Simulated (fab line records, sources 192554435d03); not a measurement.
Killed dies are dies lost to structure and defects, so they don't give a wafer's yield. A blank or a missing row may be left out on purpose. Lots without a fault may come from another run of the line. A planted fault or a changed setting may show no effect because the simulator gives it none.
Chamber matching | flow n5_finfet | N5_BEOL_M7_CURE_74 on uv_cure-02: 3 sister chambers
The step cures SiCOH lowk, time 240 s. 6 wafers are shown with their chamber, then 12 later ones without.

WAFERS WITH THEIR CHAMBER
wafer  | chamber | wafer_temp_C_max | lamp_power_pct (%)
L083.2 | 0       | 386.8            | 52.31
L083.5 | 0       | 386.9            | 52.32
L086.4 | 1       | 386.3            | 52.23
L086.5 | 1       | 386.1            | 52.30
L093.3 | 2       | 386.5            | 52.30
L093.5 | 2       | 386.1            | 52.30

WAFERS WITHOUT THEIR CHAMBER
wafer  | wafer_temp_C_max | lamp_power_pct (%)
L093.2 | 385.9            | 52.28
L093.4 | 387.0            | 52.26
L093.6 | 385.7            | 52.26
L095.1 | 386.7            | 52.38
L095.3 | 386.7            | 52.29
L095.4 | 386.5            | 52.33
L095.2 | 386.3            | 52.33
L095.5 | 386.2            | 52.29
L095.6 | 386.1            | 52.32
L096.1 | 386.7            | 52.27
L096.3 | 386.0            | 52.27
L096.4 | 386.2            | 52.30

WHICH CHAMBER EACH WENT THROUGH
wafer  | from the rows above          | in truth
L093.2 | can't be placed: 1 or 2      | 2
L093.4 | can't be placed: 0 or 2      | 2
L093.6 | can't be placed: 1 or 2      | 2
L095.1 | can't be placed: 0 or 2      | 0
L095.3 | can't be placed: 0 or 2 or 1 | 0
L095.4 | can't be placed: 2 or 0 or 1 | 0
L095.2 | can't be placed: 2 or 1 or 0 | 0
L095.5 | can't be placed: 2 or 1      | 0
L095.6 | can't be placed: 2 or 1      | 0
L096.1 | can't be placed: 0 or 2 or 1 | 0
L096.3 | can't be placed: 1 or 2      | 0
L096.4 | can't be placed: 2 or 1      | 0
Placed correctly: 0 of 12. Can't be placed from these rows: 12 (the true chamber is among the candidates in 8). Placed wrongly: 0.
How it was worked out, from the rows above alone: a wafer's distance from a chamber is the root of the sum, over the readings, of the square of ((its reading less the chamber's mean) divided by the reading's scatter). The wafer belongs to the nearest chamber; if the next one is less than 2 further off, it can't be placed. A chamber's mean is the mean of its shown wafers. The scatter: the root of (the sum of the squares of (reading less its chamber's mean) over the shown wafers, divided by (wafers less chambers)).
